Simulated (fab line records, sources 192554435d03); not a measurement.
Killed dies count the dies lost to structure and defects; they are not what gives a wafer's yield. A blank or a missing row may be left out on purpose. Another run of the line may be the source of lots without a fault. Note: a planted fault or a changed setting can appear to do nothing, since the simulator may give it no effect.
Which tool is to blame? + flow n5-finfet + 11 lots with 33 wafers sampled at 5 steps, on a route of 1938 steps

WHAT THE GAUGES SHOWED, per wafer
The record lacks any reading of a measuring or inspecting step that a usual standard deviation could be used to judge.

WHICH TOOL RAN EACH LOT (tool, then ch and the chambers of the sampled wafers, then the start)
| lot  | N5_BEOL_M2_ECD_50              | N5_PASSIVATION_PRE_CLEAN_19  | N5_PASSIVATION_DESCUM_32           | N5_PASSIVATION_PECVD_35         | N5_PASSIVATION_PROBE_49 |
|------|--------------------------------|------------------------------|------------------------------------|---------------------------------|-------------------------|
| L878 | ecd-cu-02 ch 0,1, day 7 00:31  | pvd-sputter-03, day 12 01:59 | rie-diel-02 ch 1,2, day 12 02:41   | pecvd-01 ch 0,1, day 12 04:02   | -                       |
| L879 | ecd-cu-01 ch 0,1, day 7 08:52  | pvd-sputter-03, day 12 06:10 | rie-diel-02 ch 0,3, day 12 07:01   | pecvd-01 ch 1,2, day 12 08:13   | -                       |
| L881 | ecd-cu-01 ch 0,1, day 7 16:11  | pvd-sputter-01, day 13 13:50 | rie-diel-01 ch 0,1,2, day 13 14:32 | pecvd-03 ch 0,1,2, day 13 15:45 | -                       |
| L883 | ecd-cu-01 ch 0,1, day 8 02:06  | pvd-sputter-01, day 13 14:17 | rie-diel-02 ch 0,1, day 13 14:59   | pecvd-01 ch 1,2, day 13 16:13   | -                       |
| L885 | ecd-cu-01 ch 0,1, day 9 11:58  | pvd-sputter-01, day 14 07:01 | rie-diel-02 ch 0,2,3, day 14 07:50 | pecvd-03 ch 0,1,2, day 14 09:06 | -                       |
| L887 | ecd-cu-01 ch 0,1, day 9 19:01  | pvd-sputter-02, day 15 14:26 | rie-diel-02 ch 0,1, day 15 15:09   | pecvd-04 ch 0,1, day 15 16:22   | prober-01, day 15 20:28 |
| L886 | ecd-cu-02 ch 0,1, day 9 19:59  | pvd-sputter-01, day 15 18:27 | rie-diel-02 ch 0,1,2, day 15 19:14 | pecvd-01 ch 0,1,2, day 15 20:59 | -                       |
| L888 | ecd-cu-01 ch 0,1, day 10 03:03 | pvd-sputter-02, day 15 12:32 | rie-diel-06 ch 0,1, day 15 13:35   | pecvd-01 ch 0,1,2, day 15 14:53 | prober-01, day 15 19:22 |
| L890 | ecd-cu-01 ch 0,1, day 10 09:13 | pvd-sputter-01, day 15 17:57 | rie-diel-01 ch 0,2,3, day 15 18:39 | pecvd-04 ch 0,1,2, day 15 19:59 | prober-02, day 16 00:04 |
| L895 | ecd-cu-02 ch 0,1, day 11 10:46 | pvd-sputter-02, day 17 04:35 | rie-diel-01 ch 0,1,3, day 17 05:25 | pecvd-03 ch 0,1,2, day 17 06:54 | -                       |
| L900 | ecd-cu-01 ch 0,1, day 12 18:28 | pvd-sputter-03, day 17 22:49 | rie-diel-02 ch 0,1,2, day 17 23:31 | pecvd-04 ch 0,1,2, day 18 00:54 | -                       |
- N5_BEOL_M2_ECD_50: material Cu, target thk 300 nm.
- N5_PASSIVATION_PRE_CLEAN_19
- N5_PASSIVATION_DESCUM_32: chemistry O2, time 7.9 s.
- N5_PASSIVATION_PECVD_35: deposits SiNx from SiH4/NH3/N2, target thk 700 nm, time 151.3 s.
- N5_PASSIVATION_PROBE_49

AS READ BY THE TOOLS THEMSELVES (means over the sampled wafers that have a number; for cases with no such wafer, the mark the record gives instead)
N5_PASSIVATION_PRE_CLEAN_19. Usual: heater-power-w reads 466 W (standard deviation 36).
| lot  | tool           | heater-power-w (W) | flag |
|------|----------------|--------------------|------|
| L878 | pvd-sputter-03 | 444                |      |
| L879 | pvd-sputter-03 | 477                |      |
| L881 | pvd-sputter-01 | 460                |      |
| L883 | pvd-sputter-01 | 470                |      |
| L885 | pvd-sputter-01 | 459                |      |
| L887 | pvd-sputter-02 | 456                |      |
| L886 | pvd-sputter-01 | 443                |      |
| L888 | pvd-sputter-02 | 491                |      |
| L890 | pvd-sputter-01 | 459                |      |
| L895 | pvd-sputter-02 | 525                |      |
| L900 | pvd-sputter-03 | 453                |      |

N5_PASSIVATION_DESCUM_32. Usual: drypump-motor-current-A 5.6 A, standard deviation 0.39; oes-product-au 0.81 a.u., standard deviation 0.086; rf-vpp-V 243.5 V, standard deviation 1.7; showerhead-plenum-p-Torr 2.11 Torr, standard deviation 0.088; throttle-valve-pct 20.50 %, standard deviation 0.25.
| lot  | tool        | drypump-motor-current-A (A) | oes-product-au (a.u.) | rf-vpp-V (V) | showerhead-plenum-p-Torr (Torr) | throttle-valve-pct (%) | flag |
|------|-------------|-----------------------------|-----------------------|--------------|---------------------------------|------------------------|------|
| L878 | rie-diel-02 | 5.4                         | 0.84                  | 244.1        | 2.15                            | 20.58                  |      |
| L879 | rie-diel-02 | 5.8                         | 0.73                  | 243.3        | 2.11                            | 20.45                  |      |
| L881 | rie-diel-01 | 5.1                         | 0.80                  | 241.4        | 2.04                            | 20.51                  |      |
| L883 | rie-diel-02 | 5.6                         | 0.76                  | 244.9        | 2.19                            | 20.76                  |      |
| L885 | rie-diel-02 | 5.7                         | 0.80                  | 243.7        | 2.10                            | 20.46                  |      |
| L887 | rie-diel-02 | 5.7                         | 0.75                  | 244.7        | 2.17                            | 20.78                  |      |
| L886 | rie-diel-02 | 5.6                         | 0.80                  | 243.1        | 2.13                            | 20.63                  |      |
| L888 | rie-diel-06 | 5.8                         | 0.80                  | 244.6        | 2.19                            | 20.49                  |      |
| L890 | rie-diel-01 | 5.2                         | 0.80                  | 243.0        | 2.08                            | 20.45                  |      |
| L895 | rie-diel-01 | 5.3                         | 0.81                  | 242.5        | 2.11                            | 20.47                  |      |
| L900 | rie-diel-02 | 5.6                         | 0.78                  | 244.3        | 2.12                            | 20.65                  |      |

N5_PASSIVATION_PECVD_35. Usual: heater-power-w 376 W, standard deviation 78; showerhead-plenum-p-Torr 8.60 Torr, standard deviation 0.089; susceptor-temp-C 399.98 C, standard deviation 0.27; throttle-valve-pct 28.4 %, standard deviation 1.1.
| lot  | tool     | heater-power-w (W) | showerhead-plenum-p-Torr (Torr) | susceptor-temp-C (C) | throttle-valve-pct (%) | flag |
|------|----------|--------------------|---------------------------------|----------------------|------------------------|------|
| L878 | pecvd-01 | 302                | 8.52                            | 400.05               | 29.2                   |      |
| L879 | pecvd-01 | 353                | 8.59                            | 400.25               | 27.7                   |      |
| L881 | pecvd-03 | 394                | 8.65                            | 399.94               | 28.5                   |      |
| L883 | pecvd-01 | 411                | 8.59                            | 399.84               | 27.8                   |      |
| L885 | pecvd-03 | 429                | 8.67                            | 400.28               | 28.7                   |      |
| L887 | pecvd-04 | 348                | 8.65                            | 399.65               | 28.1                   |      |
| L886 | pecvd-01 | 390                | 8.56                            | 399.60               | 28.5                   |      |
| L888 | pecvd-01 | 364                | 8.56                            | 399.69               | 28.5                   |      |
| L890 | pecvd-04 | 369                | 8.66                            | 399.88               | 27.8                   |      |
| L895 | pecvd-03 | 400                | 8.66                            | 400.18               | 28.7                   |      |
| L900 | pecvd-04 | 381                | 8.65                            | 399.67               | 27.9                   |      |

N5_PASSIVATION_PROBE_49. Usual: defect-limited-yield 91.5 %, standard deviation 1.4; killed_at_M0_to_M3 32, standard deviation 9.8; killed_at_M4_up 13, standard deviation 5.3; killed-at-contacts 13, standard deviation 6.4; killed-at-front-end 39, standard deviation 10; killed-at-other 3.1, standard deviation 2.5; killed-dies 100, standard deviation 17; killed-on-rim 13, standard deviation 3.9; killed-open 65, standard deviation 13; killed-short 33, standard deviation 7.7; sort_bin_5_function 5.0 %, standard deviation 0.93; sort_bin_6_memory 3.2 %, standard deviation 0.69; sort-n-pass 1080, standard deviation 17; sort-yield-pct 91.5 %, standard deviation 1.4.
| lot  | tool      | defect-limited-yield (%) | killed_at_M0_to_M3 | killed_at_M4_up | killed-at-contacts | killed-at-front-end | killed-at-other | killed-dies | killed-on-rim | killed-open | killed-short | sort_bin_5_function (%) | sort_bin_6_memory (%) | sort-n-pass | sort-yield-pct (%) | flag |
|------|-----------|--------------------------|--------------------|-----------------|--------------------|---------------------|-----------------|-------------|---------------|-------------|--------------|-------------------------|-----------------------|-------------|--------------------|------|
| L887 | prober-01 | 70.8                     | 287                | 16              | 7                  | 32                  | 2.3             | 345         | 45            | 50          | 31           | 19.2                    | 7.9                   | 835         | 70.8               | OFF  |
| L888 | prober-01 | 70.1                     | 284                | 18              | 12                 | 36                  | 2.0             | 352         | 45            | 69          | 30           | 19.0                    | 8.7                   | 828         | 70.1               | OFF  |
| L890 | prober-02 | 51.5                     | 521                | 6               | 9                  | 34                  | 2.0             | 572         | 74            | 45          | 25           | 32.4                    | 12.3                  | 608         | 51.5               | OFF  |

THE ANSWER, worked out from the rows above alone
Rule: a lot is off if the mean of its wafers that have a number lies more than 3 standard deviations from the usual mean. A lot without any number at a reading at which 4 lots or more have one is off too. All remaining lots with rows at the step are treated as sound. After the gauges, taken in route order, come the tools' own readings; for these a lot's mean is taken, as printed above. At the first step where some lot is off, the reading lying furthest off is the one used; lots without a number count as furthest.
Off, at N5_PASSIVATION_PROBE_49 on killed_at_M0_to_M3: L887, L888, L890. Neither off nor sound, because the step has no rows for them: L878, L879, L881, L883, L885, L886, L895, L900.
A tool fits if, at that step or a process step before it, it ran every lot that is off, and no sound lot after the first of them. One fits: ecd-cu-01 at N5_BEOL_M2_ECD_50. It ran no sound lot before its first lot that is off in this sample, so the start can't be narrowed down.

WHAT THE SIMULATOR HAD INSERTED
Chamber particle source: ecd-cu-01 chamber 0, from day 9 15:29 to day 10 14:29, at N5_BEOL_M2_ECD_50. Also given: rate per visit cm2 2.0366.
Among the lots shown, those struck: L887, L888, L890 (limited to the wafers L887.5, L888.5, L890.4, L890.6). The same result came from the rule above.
